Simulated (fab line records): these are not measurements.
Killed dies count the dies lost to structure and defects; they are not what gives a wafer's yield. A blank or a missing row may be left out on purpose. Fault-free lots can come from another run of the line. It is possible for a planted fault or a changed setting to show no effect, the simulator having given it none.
Chamber matching + flow n5_finfet + N5_BEOL_M10_ILD_DEP_00 on pecvd-02 has 3 sister chambers
The step deposits SiCOH lowk from DEMS/porogen, target thk 308.51 nm, time 58 s. 14 wafers are shown with their chamber, then 7 later ones without.

== WAFERS PAIRED WITH THEIR CHAMBERS ==
| wafer  | chamber | throttle_valve_pct (%) | heater_power_w (W) | showerhead_plenum_p_Torr (Torr) |
|--------|---------|------------------------|--------------------|---------------------------------|
| L082.1 | 1       | 12.7                   | 406                | 5.723                           |
| L082.4 | 1       | 12.9                   | 407                | 5.737                           |
| L082.6 | 2       | 13.1                   | 430                | 5.737                           |
| L083.1 | 1       | 12.9                   | 378                | 5.740                           |
| L083.3 | 0       | 14.7                   | 465                | 5.723                           |
| L083.4 | 2       | 13.3                   | 395                | 5.721                           |
| L087.2 | 0       | 14.5                   | 477                | 5.703                           |
| L087.3 | 1       | 13.0                   | 398                | 5.722                           |
| L087.6 | 2       | 13.1                   | 368                | 5.740                           |
| L088.4 | 1       | 12.7                   | 415                | 5.742                           |
| L088.5 | 0       | 14.6                   | 481                | 5.731                           |
| L088.6 | 2       | 13.3                   | 435                | 5.718                           |
| L089.1 | 2       | 13.3                   | 425                | 5.728                           |
| L089.3 | 1       | 12.9                   | 391                | 5.724                           |

SIGNATURES (means of the wafers above)
| reading                  | chamber 0 | chamber 1 | chamber 2 | scatter within a chamber |
|--------------------------|-----------|-----------|-----------|--------------------------|
| throttle_valve_pct       | 14.600    | 12.850    | 13.220    | 0.114                    |
| heater_power_w           | 474.33    | 399.17    | 410.60    | 19.7                     |
| showerhead_plenum_p_Torr | 5.71900   | 5.73133   | 5.72880   | 0.0105                   |
Rule: distance of a wafer from a chamber = root of the sum over the readings of ((wafer's reading minus chamber's mean) / reading's scatter) squared. The wafer belongs to the nearest chamber; if the next one is less than 2 further off, it can't be placed. How the scatter is found: for the shown wafers, subtract from each reading the mean of its chamber, square and add these, divide the total by (wafers less chambers), then take the root.

== WAFERS WHOSE CHAMBER IS MISSING ==
| wafer  | throttle_valve_pct (%) | heater_power_w (W) | showerhead_plenum_p_Torr (Torr) |
|--------|------------------------|--------------------|---------------------------------|
| L089.4 | 13.4                   | 424                | 5.746                           |
| L086.2 | 14.3                   | 483                | 5.732                           |
| L086.4 | 14.6                   | 477                | 5.711                           |
| L086.5 | 12.9                   | 347                | 5.738                           |
| L094.1 | 12.7                   | 349                | 5.729                           |
| L094.2 | 14.5                   | 428                | 5.715                           |
| L094.6 | 13.2                   | 452                | 5.731                           |

== CHAMBER TAKEN BY EACH ==
| wafer  | from the rows above     | in truth |
|--------|-------------------------|----------|
| L089.4 | 2                       | 2        |
| L086.2 | 0                       | 0        |
| L086.4 | 0                       | 0        |
| L086.5 | can't be placed: 1 or 2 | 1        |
| L094.1 | 1                       | 1        |
| L094.2 | 0                       | 0        |
| L094.6 | can't be placed: 2 or 1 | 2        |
Placed correctly: 5 of 7. These rows do not allow placing 2 (true chamber among the candidates in 2). Number placed wrongly: 0.
